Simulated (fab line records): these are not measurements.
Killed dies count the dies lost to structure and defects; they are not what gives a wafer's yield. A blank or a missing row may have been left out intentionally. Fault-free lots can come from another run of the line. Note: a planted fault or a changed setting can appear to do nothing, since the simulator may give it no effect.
fab line records || flow n5Finfet
record {"lots": 4, "wafers": 12, "lastDay": 20}
route steps=1938 shown BEOL_M1@771 BEOL_M4@1111 PASSIVATION@1936
lots that met no fault: taken from a fault-free run of the same line
startH: the number of hours between the record's first day and the start of the first shown wafer of the lot || waitH: how many hours have passed since the lot's step before this one || " the same as in the row above || L1.1+2: a row that stands for several wafers || - no value, or no start given || * or withheld: withheld || < > ~ a bound
route shown NAME@n: names a module that has steps shown in the file, with the first one's number in the route || usual: mean and standard deviation over wafers with no fault || same: alike in all rows || chamber/n: place in a boat || sites: the reading at each site || _std_site: the standard deviation of these || _edge_site: mean of outer sites minus mean of inner sites || radiusMm: for every site, how far away it sits from the centre of the wafer || mask NAME#n: copy n || behind: the tool/chamber that last shaped the wafer || hold: the reason the lot was held/the length of the hold in hours/how it ended || device: the n, p or np transistor that did not switch || end of line: the tests these same wafers got at the end of their route || where a step has no rows: the recipe by itself || killed: not the wafer's yield, but the dies lost to structure and defects at the first sort || map: a wafer's dies, x killed, . not, _ none there
set.NAME: the setting as run; set.NAME@STEP: as run at that earlier step || model.NAME: the simulator's own value behind a step, which no gauge read
certain route steps with their lots: each step a table, each wafer a row
services: when a tool's chamber went out of use (startH, in hours from the record's first day, below 0 if earlier), for how many hours, and the reason
## steps
# step N5_BEOL_M1_STRIP_65
# recipe {"chemistry": "N2/H2", "tempC": 40, "n2FlowSccm": 200, "h2FlowSccm": 200, "rfFrequencyHz": 6e+07}
# step N5_BEOL_M1_STRIP_75
# recipe {"chemistry": "N2/H2", "tempC": 40, "n2FlowSccm": 200, "h2FlowSccm": 200, "rfFrequencyHz": 6e+07}
# step N5_BEOL_M1_STRIP_66
# recipe {"chemistry": "CF4", "resist": "SiARC", "powerW": 300, "biasPowerW": 75, "pressureMtorr": 50, "cf4FlowSccm": 150, "rfFrequencyHz": 6e+07}
# step N5_BEOL_M1_HM_OPEN_17
# recipe {"chemistry": "Cl2/BCl3", "targetDepthA": 200, "overetchA": 60, "target": "TiN", "maskMaterial": "SOC", "ionEnergyEv": 150, "pressureMtorr": 10, "icpW": 1000, "biasW": 126, "Cl2_flow_sccm": 53.25, "bcl3FlowSccm": 21.75, "Ar_flow_sccm": 25}
# step N5_BEOL_M1_STRIP_19
# recipe {"chemistry": "O2", "powerW": 400, "tempC": 40, "pressureMtorr": 30, "rfFrequencyHz": 6e+07, "biasPowerW": 0, "overashFraction": 0.2, "o2FlowSccm": 225}
# step N5_BEOL_M1_COAT_67
# recipe {"resist": "SOC", "tempC": 250, "timeS": 60, "spinRpm": 1500, "resistThkNm": 60}
# step N5_BEOL_M1_COAT_68
# recipe {"resist": "SiARC", "tempC": 220, "timeS": 60, "spinRpm": 1500, "resistThkNm": 12}
# step N5_BEOL_M1_COAT_76
# recipe {"resist": "underlayer", "tempC": 205, "timeS": 60, "spinRpm": 1500, "resistThkNm": 5}
# step N5_BEOL_M1_COAT_22
# recipe {"resist": "CAR-EUV", "spinRpm": 1500, "resistThkNm": 30}
# step N5_BEOL_M1_EBR_24
# recipe {"solvent": "PGMEA", "ebrWidthMm": 1.5}
# step N5_BEOL_M1_SOFTBAKE_23
# recipe {"tempC": 110, "timeS": 60, "resist": "CAR-EUV"}
# step N5_BEOL_M1_EXPOSE_25
# recipe {"maskId": "V0", "na": 0.33, "sourceShape": "quasar", "sigmaInner": 0.2, "sigmaOuter": 0.8, "polarization": "unpolarized", "defocusNm": 5, "targetCdNm": 24, "doseMj": 63}
# usual {"exposureDoseMJCm2": "63.00/0.066", "stageMsdNm": "0.829/0.012"}
{"lot.wafer": "L468.1", "tool": "euvScanner-02", "chamber": 0, "startH": 200.45, "waitH": "-", "mask": "V0#0", "exposureDoseMJCm2": 63.00, "stageMsdNm": 0.842}
{"lot.wafer": "L468.2", "tool": "euvScanner-02", "chamber": 0, "startH": 200.45, "waitH": "-", "mask": "V0#0", "exposureDoseMJCm2": 62.99, "stageMsdNm": 0.838}
{"lot.wafer": "L468.6", "tool": "euvScanner-02", "chamber": 0, "startH": 200.45, "waitH": "-", "mask": "V0#0", "exposureDoseMJCm2": 62.97, "stageMsdNm": 0.840}
{"lot.wafer": "L476.1", "tool": "euvScanner-02", "chamber": 0, "startH": 242.42, "waitH": "-", "mask": "V0#0", "exposureDoseMJCm2": 59.06, "stageMsdNm": 0.819}
{"lot.wafer": "L476.5", "tool": "euvScanner-02", "chamber": 0, "startH": 242.42, "waitH": "-", "mask": "V0#0", "exposureDoseMJCm2": 59.03, "stageMsdNm": 0.817}
{"lot.wafer": "L476.6", "tool": "euvScanner-02", "chamber": 0, "startH": 242.42, "waitH": "-", "mask": "V0#0", "exposureDoseMJCm2": 59.04, "stageMsdNm": 0.820}
{"lot.wafer": "L477.1", "tool": "euvScanner-02", "chamber": 0, "startH": 245.45, "waitH": "-", "mask": "V0#0", "exposureDoseMJCm2": 59.05, "stageMsdNm": 0.815}
{"lot.wafer": "L477.3", "tool": "euvScanner-02", "chamber": 0, "startH": 245.45, "waitH": "-", "mask": "V0#0", "exposureDoseMJCm2": 59.05, "stageMsdNm": 0.815}
{"lot.wafer": "L477.6", "tool": "euvScanner-02", "chamber": 0, "startH": 245.45, "waitH": "-", "mask": "V0#0", "exposureDoseMJCm2": 59.01, "stageMsdNm": 0.819}
{"lot.wafer": "L480.3", "tool": "euvScanner-01", "chamber": 0, "startH": 280.64, "waitH": "-", "mask": "V0#0", "exposureDoseMJCm2": 63.15, "stageMsdNm": 0.810}
{"lot.wafer": "L480.4", "tool": "euvScanner-01", "chamber": 0, "startH": 280.64, "waitH": "-", "mask": "V0#0", "exposureDoseMJCm2": 63.10, "stageMsdNm": 0.813}
{"lot.wafer": "L480.6", "tool": "euvScanner-01", "chamber": 0, "startH": 280.64, "waitH": "-", "mask": "V0#0", "exposureDoseMJCm2": 63.07, "stageMsdNm": 0.812}
# step N5_BEOL_M1_PEB_26
# recipe {"pebTempC": 100, "pebTimeS": 60, "resist": "CAR-EUV"}
# step N5_BEOL_M1_DEVELOP_27
# recipe {"developTimeS": 30, "developer": "TMAH", "resist": "CAR-EUV", "rinseLiquid": "surfactantRinse", "dry": "airSpin", "devTempC": 23}
# step N5_BEOL_M1_CD_MEAS_28
# recipe {"landingEnergyEv": 500, "detector": "seInlens", "targetCdYNm": 23.3}
# usual {"cdNm": "23.99/0.21"}
{"lot.wafer": "L468.1", "tool": "cdSem-02", "chamber": 0, "startH": 200.59, "waitH": "-", "cdNm": 23.75}
{"lot.wafer": "L468.2", "tool": "cdSem-02", "chamber": 0, "startH": 200.59, "waitH": "-", "cdNm": 24.20}
{"lot.wafer": "L468.6", "tool": "cdSem-02", "chamber": 0, "startH": 200.59, "waitH": "-", "cdNm": 24.07}
{"lot.wafer": "L476.1", "tool": "cdSem-02", "chamber": 0, "startH": 242.56, "waitH": "-", "cdNm": 22.70}
{"lot.wafer": "L476.5", "tool": "cdSem-02", "chamber": 0, "startH": 242.56, "waitH": "-", "cdNm": 22.77}
{"lot.wafer": "L476.6", "tool": "cdSem-02", "chamber": 0, "startH": 242.56, "waitH": "-", "cdNm": 22.81}
{"lot.wafer": "L477.1", "tool": "cdSem-01", "chamber": 0, "startH": 245.60, "waitH": "-", "cdNm": 22.93}
{"lot.wafer": "L477.3", "tool": "cdSem-01", "chamber": 0, "startH": 245.60, "waitH": "-", "cdNm": 22.69}
{"lot.wafer": "L477.6", "tool": "cdSem-01", "chamber": 0, "startH": 245.60, "waitH": "-", "cdNm": 23.01}
{"lot.wafer": "L480.3", "tool": "cdSem-03", "chamber": 0, "startH": 280.77, "waitH": "-", "cdNm": 23.96}
{"lot.wafer": "L480.4", "tool": "cdSem-03", "chamber": 0, "startH": 280.77, "waitH": "-", "cdNm": 23.95}
{"lot.wafer": "L480.6", "tool": "cdSem-03", "chamber": 0, "startH": 280.77, "waitH": "-", "cdNm": 24.02}
# step N5_BEOL_M1_DESCUM_33
# recipe {"chemistry": "O2", "timeS": 7, "sourcePowerW": 50, "biasPowerW": 20, "pressureMtorr": 20, "rfFrequencyHz": 2.712e+07, "tempC": 40, "resist": "CAR-EUV", "o2FlowSccm": 225}
# step N5_BEOL_M1_ETCH_77
# recipe {"chemistry": "N2/H2", "target": "underlayer", "targetDepthA": 65, "maskMaterial": "CAR-EUV", "timeS": 5.2, "ionEnergyEv": 200, "pressureMtorr": 30, "sourceW": 840, "biasW": 150, "n2FlowSccm": 200, "h2FlowSccm": 200, "ends": "cleared"}
# step N5_BEOL_M1_ETCH_69
# recipe {"chemistry": "CF4", "target": "SiARC", "targetDepthA": 156, "maskMaterial": "CAR-EUV", "timeS": 26, "ionEnergyEv": 80, "pressureMtorr": 40, "sourceW": 545, "biasW": 36, "Ar_flow_sccm": 100, "cf4FlowSccm": 100, "ends": "cleared"}
# step N5_BEOL_M1_ALD_98
# recipe {"material": "SiO2", "targetThkA": 25, "tempC": 100, "aldPrecursorFamily": "BDEAS", "aldCoReactant": "O2-plasma", "pulseTimeS": 1, "coReactantPulseTimeS": 1, "purgeTimeS": 2, "coReactantPurgeTimeS": 2, "aldCycles": 17, "pressureTorr": 2}
# step N5_BEOL_M1_ETCHBACK_99
# recipe {"chemistry": "CHF3", "target": "SiO2", "targetDepthA": 50, "timeS": 10.4, "sourceW": 215, "biasW": 47, "Ar_flow_sccm": 200, "CHF3_flow_sccm": 12, "ionEnergyEv": 100, "pressureMtorr": 30}
# step N5_BEOL_M1_ETCH_70
# recipe {"chemistry": "N2/H2", "target": "SOC", "targetDepthA": 800, "overetchA": 160, "maskMaterial": "SiARC", "tempC": 40, "timeS": 120, "ionEnergyEv": 200, "pressureMtorr": 30, "sourceW": 840, "biasW": 150, "n2FlowSccm": 200, "h2FlowSccm": 200}
# step N5_BEOL_M1_STRIP_71
# recipe {"chemistry": "N2/H2", "tempC": 40, "n2FlowSccm": 200, "h2FlowSccm": 200, "rfFrequencyHz": 6e+07}
# step N5_BEOL_M1_STRIP_78
# recipe {"chemistry": "N2/H2", "tempC": 40, "n2FlowSccm": 200, "h2FlowSccm": 200, "rfFrequencyHz": 6e+07}
# step N5_BEOL_M1_VIA_ETCH_34
# recipe {"chemistry": "C4F6/O2", "targetDepthA": 678, "maskMaterial": "SOC", "pressureMtorr": 15, "ionEnergyEv": 250, "taperDeg": 4, "timeS": 64.4, "sourceW": 350, "biasW": 170, "Ar_flow_sccm": 300, "C4F6_flow_sccm": 10, "O2_flow_sccm": 10}
# usual {"chamberPressureMTorr": "15.002/0.014", "drypumpMotorCurrentA": "5.8/0.55", "oes_f_703_au": "0.79/0.049", "oesProductAu": "0.79/0.059", "rfVppV": "668/6.9", "showerheadPlenumPTorr": "2.84/0.089", "throttleValvePct": "30.64/0.25"}
{"lot.wafer": "L468.1", "tool": "rieDiel-05", "chamber": 0, "startH": 204.73, "waitH": 0.0, "chamberPressureMTorr": 15.012, "drypumpMotorCurrentA": 5.0, "oes_f_703_au": 0.76, "oesProductAu": 0.76, "rfHoursCounterH": 166, "rfVppV": 671, "showerheadPlenumPTorr": 2.95, "throttleValvePct": 30.44, "model.BEOL_M1.cdNm": 18}
{"lot.wafer": "L468.2", "tool": "rieDiel-05", "chamber": 2, "startH": 204.73, "waitH": 0.0, "chamberPressureMTorr": 15.015, "drypumpMotorCurrentA": 5.3, "oes_f_703_au": 0.88, "oesProductAu": 0.91, "rfHoursCounterH": 36, "rfVppV": 668, "showerheadPlenumPTorr": 2.78, "throttleValvePct": 30.72, "model.BEOL_M1.cdNm": 18}
{"lot.wafer": "L468.6", "tool": "rieDiel-05", "chamber": 3, "startH": 204.73, "waitH": 0.0, "chamberPressureMTorr": 14.986, "drypumpMotorCurrentA": 5.8, "oes_f_703_au": 0.75, "oesProductAu": 0.74, "rfHoursCounterH": "-", "rfVppV": 668, "showerheadPlenumPTorr": 2.95, "throttleValvePct": 30.22, "model.BEOL_M1.cdNm": 17.8}
{"lot.wafer": "L476.1", "tool": "rieDiel-02", "chamber": 0, "startH": 255.05, "waitH": 0.0, "chamberPressureMTorr": 14.974, "drypumpMotorCurrentA": 5.8, "oes_f_703_au": 0.79, "oesProductAu": 0.79, "rfHoursCounterH": 115, "rfVppV": 672, "showerheadPlenumPTorr": 2.87, "throttleValvePct": 30.40, "model.BEOL_M1.cdNm": 16.6}
{"lot.wafer": "L476.5", "tool": "rieDiel-02", "chamber": 3, "startH": 255.05, "waitH": 0.0, "chamberPressureMTorr": 15.029, "drypumpMotorCurrentA": 4.7, "oes_f_703_au": 0.80, "oesProductAu": 0.81, "rfHoursCounterH": "-", "rfVppV": 668, "showerheadPlenumPTorr": 2.74, "throttleValvePct": 30.30, "model.BEOL_M1.cdNm": 16.6}
{"lot.wafer": "L476.6", "tool": "rieDiel-02", "chamber": 2, "startH": 255.05, "waitH": 0.0, "chamberPressureMTorr": 14.999, "drypumpMotorCurrentA": 6.1, "oes_f_703_au": 0.77, "oesProductAu": 0.81, "rfHoursCounterH": "-", "rfVppV": 682, "showerheadPlenumPTorr": 2.88, "throttleValvePct": 30.88, "model.BEOL_M1.cdNm": 16.8}
{"lot.wafer": "L477.1", "tool": "rieDiel-02", "chamber": 3, "startH": 255.89, "waitH": 0.0, "chamberPressureMTorr": 15.019, "drypumpMotorCurrentA": 4.7, "oes_f_703_au": 0.79, "oesProductAu": 0.82, "rfHoursCounterH": 84, "rfVppV": 668, "showerheadPlenumPTorr": 2.74, "throttleValvePct": 30.30, "model.BEOL_M1.cdNm": 17}
{"lot.wafer": "L477.3", "tool": "rieDiel-02", "chamber": 2, "startH": 255.89, "waitH": 0.0, "chamberPressureMTorr": 14.990, "drypumpMotorCurrentA": 6.1, "oes_f_703_au": 0.77, "oesProductAu": 0.80, "rfHoursCounterH": 89, "rfVppV": 682, "showerheadPlenumPTorr": 2.88, "throttleValvePct": 30.89, "model.BEOL_M1.cdNm": 17}
{"lot.wafer": "L477.6", "tool": "rieDiel-02", "chamber": 2, "startH": 255.89, "waitH": 0.0, "chamberPressureMTorr": 15.008, "drypumpMotorCurrentA": 6.1, "oes_f_703_au": 0.78, "oesProductAu": 0.81, "rfHoursCounterH": "-", "rfVppV": 681, "showerheadPlenumPTorr": 2.88, "throttleValvePct": 30.90, "model.BEOL_M1.cdNm": 17.2}
{"lot.wafer": "L480.3", "tool": "rieDiel-02", "chamber": 0, "startH": 291.17, "waitH": 0.0, "chamberPressureMTorr": 15.011, "drypumpMotorCurrentA": 5.8, "oes_f_703_au": 0.77, "oesProductAu": 0.78, "rfHoursCounterH": 124, "rfVppV": 671, "showerheadPlenumPTorr": 2.87, "throttleValvePct": 30.42, "model.BEOL_M1.cdNm": 18.2}
{"lot.wafer": "L480.4", "tool": "rieDiel-02", "chamber": 3, "startH": 291.17, "waitH": 0.0, "chamberPressureMTorr": 15.001, "drypumpMotorCurrentA": 4.8, "oes_f_703_au": 0.78, "oesProductAu": 0.80, "rfHoursCounterH": 94, "rfVppV": 668, "showerheadPlenumPTorr": 2.74, "throttleValvePct": 30.31, "model.BEOL_M1.cdNm": 18.2}
{"lot.wafer": "L480.6", "tool": "rieDiel-02", "chamber": 0, "startH": 291.17, "waitH": 0.0, "chamberPressureMTorr": 14.989, "drypumpMotorCurrentA": 5.8, "oes_f_703_au": 0.77, "oesProductAu": 0.78, "rfHoursCounterH": "-", "rfVppV": 670, "showerheadPlenumPTorr": 2.87, "throttleValvePct": 30.43, "model.BEOL_M1.cdNm": 18}
# step N5_BEOL_M1_STRIP_83
# recipe {"chemistry": "C4F6/O2", "resist": "SiARC", "rfFrequencyHz": 6e+07}
# step N5_BEOL_M4_RC_MEAS_101
# usual {"DIBL_N": "36.6/1.1", "DIBL_P": "36.8/1.6", "IOFF_N": "0.169/0.024", "IOFF_P": "0.206/0.028", "ION_N": "679/9.2", "ION_P": "462/7", "SS_N": "71.6/0.57", "SS_P": "73.3/0.57", "VT_N": "248.8/2.4", "VT_P": "-251/3"}
{"lot.wafer": "L468.1", "tool": "prober-01", "chamber": 0, "startH": 263.88, "waitH": 0.0, "DIBL_N[mV/V]": 38.9, "DIBL_P[mV/V]": 39.0, "IOFF_N[nA/um]": 0.198, "IOFF_P[nA/um]": 0.260, "ION_N[uA/um]": 687, "ION_P[uA/um]": 469, "SS_N[mV/dec]": 72.1, "SS_P[mV/dec]": 74.1, "VT_N[mV]": 248.2, "VT_P[mV]": -246}
{"lot.wafer": "L468.2", "tool": "prober-01", "chamber": 0, "startH": 263.88, "waitH": 0.0, "DIBL_N[mV/V]": 38.3, "DIBL_P[mV/V]": 37.4, "IOFF_N[nA/um]": 0.181, "IOFF_P[nA/um]": 0.237, "ION_N[uA/um]": 680, "ION_P[uA/um]": 475, "SS_N[mV/dec]": 72.1, "SS_P[mV/dec]": 73.3, "VT_N[mV]": 244.4, "VT_P[mV]": -250}
{"lot.wafer": "L468.6", "tool": "prober-01", "chamber": 0, "startH": 263.88, "waitH": 0.0, "DIBL_N[mV/V]": 38.6, "DIBL_P[mV/V]": 37.7, "IOFF_N[nA/um]": 0.183, "IOFF_P[nA/um]": 0.241, "ION_N[uA/um]": 692, "ION_P[uA/um]": 473, "SS_N[mV/dec]": 71.5, "SS_P[mV/dec]": 73.9, "VT_N[mV]": 244.8, "VT_P[mV]": -248}
{"lot.wafer": "L476.1", "tool": "prober-02", "chamber": 0, "startH": 306.75, "waitH": 0.0, "DIBL_N[mV/V]": 34.3, "DIBL_P[mV/V]": 33.2, "IOFF_N[nA/um]": 0.129, "IOFF_P[nA/um]": 0.190, "ION_N[uA/um]": 671, "ION_P[uA/um]": 460, "SS_N[mV/dec]": 71.2, "SS_P[mV/dec]": 72.1, "VT_N[mV]": 251.4, "VT_P[mV]": -249}
{"lot.wafer": "L476.5", "tool": "prober-02", "chamber": 0, "startH": 306.75, "waitH": 0.0, "DIBL_N[mV/V]": 34.7, "DIBL_P[mV/V]": 34.1, "IOFF_N[nA/um]": 0.139, "IOFF_P[nA/um]": 0.202, "ION_N[uA/um]": 683, "ION_P[uA/um]": 462, "SS_N[mV/dec]": 71.3, "SS_P[mV/dec]": 72.2, "VT_N[mV]": 248.3, "VT_P[mV]": -247}
{"lot.wafer": "L476.6", "tool": "prober-02", "chamber": 0, "startH": 306.75, "waitH": 0.0, "DIBL_N[mV/V]": 37.2, "DIBL_P[mV/V]": 37.5, "IOFF_N[nA/um]": 0.203, "IOFF_P[nA/um]": 0.264, "ION_N[uA/um]": 701, "ION_P[uA/um]": 476, "SS_N[mV/dec]": 71.9, "SS_P[mV/dec]": 73.1, "VT_N[mV]": 245.0, "VT_P[mV]": -245}
{"lot.wafer": "L477.1", "tool": "prober-02", "chamber": 0, "startH": 316.46, "waitH": 0.0, "DIBL_N[mV/V]": 36.1, "DIBL_P[mV/V]": 37.7, "IOFF_N[nA/um]": 0.166, "IOFF_P[nA/um]": 0.222, "ION_N[uA/um]": 677, "ION_P[uA/um]": 468, "SS_N[mV/dec]": 72.3, "SS_P[mV/dec]": 73.6, "VT_N[mV]": 247.9, "VT_P[mV]": -248}
{"lot.wafer": "L477.3", "tool": "prober-02", "chamber": 0, "startH": 316.46, "waitH": 0.0, "DIBL_N[mV/V]": 37.3, "DIBL_P[mV/V]": 39.7, "IOFF_N[nA/um]": 0.203, "IOFF_P[nA/um]": 0.260, "ION_N[uA/um]": 688, "ION_P[uA/um]": 474, "SS_N[mV/dec]": 72.5, "SS_P[mV/dec]": 73.6, "VT_N[mV]": 246.2, "VT_P[mV]": -248}
{"lot.wafer": "L477.6", "tool": "prober-02", "chamber": 0, "startH": 316.46, "waitH": 0.0, "DIBL_N[mV/V]": 35.8, "DIBL_P[mV/V]": 37.5, "IOFF_N[nA/um]": 0.171, "IOFF_P[nA/um]": 0.219, "ION_N[uA/um]": 680, "ION_P[uA/um]": 468, "SS_N[mV/dec]": 71.8, "SS_P[mV/dec]": 73.1, "VT_N[mV]": 249.5, "VT_P[mV]": -252}
{"lot.wafer": "L480.3", "tool": "prober-02", "chamber": 0, "startH": 349.34, "waitH": 0.3, "DIBL_N[mV/V]": 36.7, "DIBL_P[mV/V]": 38.0, "IOFF_N[nA/um]": 0.161, "IOFF_P[nA/um]": 0.190, "ION_N[uA/um]": 692, "ION_P[uA/um]": 461, "SS_N[mV/dec]": 71.1, "SS_P[mV/dec]": 73.1, "VT_N[mV]": 252.2, "VT_P[mV]": -254}
{"lot.wafer": "L480.4", "tool": "prober-02", "chamber": 0, "startH": 349.34, "waitH": 0.3, "DIBL_N[mV/V]": 35.4, "DIBL_P[mV/V]": 36.6, "IOFF_N[nA/um]": 0.131, "IOFF_P[nA/um]": 0.168, "ION_N[uA/um]": 671, "ION_P[uA/um]": 458, "SS_N[mV/dec]": 71.0, "SS_P[mV/dec]": 72.6, "VT_N[mV]": 254.1, "VT_P[mV]": -255}
{"lot.wafer": "L480.6", "tool": "prober-02", "chamber": 0, "startH": 349.34, "waitH": 0.3, "DIBL_N[mV/V]": 37.7, "DIBL_P[mV/V]": 39.6, "IOFF_N[nA/um]": 0.175, "IOFF_P[nA/um]": 0.218, "ION_N[uA/um]": 678, "ION_P[uA/um]": 462, "SS_N[mV/dec]": 72.5, "SS_P[mV/dec]": 73.6, "VT_N[mV]": 247.5, "VT_P[mV]": -250}
# step N5_PASSIVATION_PROBE_49
# usual {"defectLimitedYield": "91.1/1.5", "killed_at_M0_to_M3": "36/11", "killed_at_M4_up": "14/5.6", "killedAtContacts": "11/5.6", "killedAtFrontEnd": "40/12", "killedAtOther": "4/3.2", "killedDies": "105/17", "killedOpen": "69/12", "killedShort": "34/8.4", "sort_bin_5_function": "5.2/0.95", "sort_bin_6_memory": "3.3/0.63", "sortNPass": "1075/17", "sortYieldPct": "91.1/1.5"}
# same {"grossDies": 1180, "killedAtBackSide": 0, "sort_bin_4_leakage[%]": 0, "sort_bin_8_speed[%]": 0}
{"lot.wafer": "L477.1", "tool": "prober-01", "chamber": "-", "startH": 426.47, "waitH": 0.0, "defectLimitedYield[%]": 92.5, "killed_at_M0_to_M3": 24, "killed_at_M4_up": 11, "killedAtContacts": 13, "killedAtFrontEnd": 37, "killedAtOther": 3, "killedDies": 88, "killedOpen": 55, "killedShort": 28, "sort_bin_5_function[%]": 3.6, "sort_bin_6_memory[%]": 3.1, "sortNPass": 1092, "sortYieldPct[%]": 92.5}
# killed by level:class
L477.1 FIN_SAQP:geometricParticle:short=11 MOL_CONTACT_COAG:geometricParticle:open=11 FIN_SAQP:geometricParticle:open=10 BEOL_M2:geometricParticle:open=6 BEOL_M2:geometricParticle:short=4 BEOL_M3:geometricParticle:open=4 BEOL_M4:geometricParticle:open=4 DUMMY_GATE:geometricParticle:open=3
## services
{"tool": "euvScanner-02", "chamber": "-", "startH": 178.76, "hours": 1.0, "kind": "pm"}
{"tool": "rieDiel-02", "chamber": 0, "startH": 191.16, "hours": 13.6, "kind": "repair"}
{"tool": "euvScanner-01", "chamber": "-", "startH": 197.73, "hours": 1.0, "kind": "pm"}
{"tool": "euvScanner-02", "chamber": 0, "startH": 228.76, "hours": "-", "kind": "calibration"}
{"tool": "euvScanner-02", "chamber": "-", "startH": 229.62, "hours": 0.8, "kind": "repair"}
{"tool": "euvScanner-02", "chamber": "-", "startH": 234.62, "hours": 1.0, "kind": "pm"}
{"tool": "euvScanner-02", "chamber": "-", "startH": 253.28, "hours": 0.4, "kind": "repair"}
{"tool": "euvScanner-01", "chamber": "-", "startH": 253.92, "hours": 1.0, "kind": "pm"}
{"tool": "rieDiel-05", "chamber": 1, "startH": 268.62, "hours": 5.2, "kind": "repair"}
{"tool": "euvScanner-02", "chamber": "-", "startH": 290.73, "hours": 1.0, "kind": "pm"}
## key
firstSign {"step": "N5_BEOL_M1_EXPOSE_25", "reading": "exposureDoseMJCm2", "direction": "down", "sigmas": 60, "usual": 63.00, "struck": 59.04}
effect {"step": "N5_BEOL_M1_CD_MEAS_28", "reading": "cdNm", "direction": "down", "sigmas": 5.7, "usual": 23.99, "struck": 22.82}
modelEffect {"step": "N5_BEOL_M1_VIA_ETCH_34", "value": "BEOL_M1.cdNm", "without": 18.1, "struck": 16.87}
metAt N5_BEOL_M1_EXPOSE_25
struckWafers L476.1,L476.5,L476.6,L477.1,L477.3,L477.6
onsetBetween 200.45 242.42
fault {"kind": "processParameterDrift", "tool": "euvScanner-02", "chamber": "-", "onsetH": 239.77, "steps": "N5_BEOL_M1_EXPOSE_25", "channel": "doseMj", "offset": -3.9126, "shape": "step", "actsIn": "theseRecipesOnly", "stated": 63}
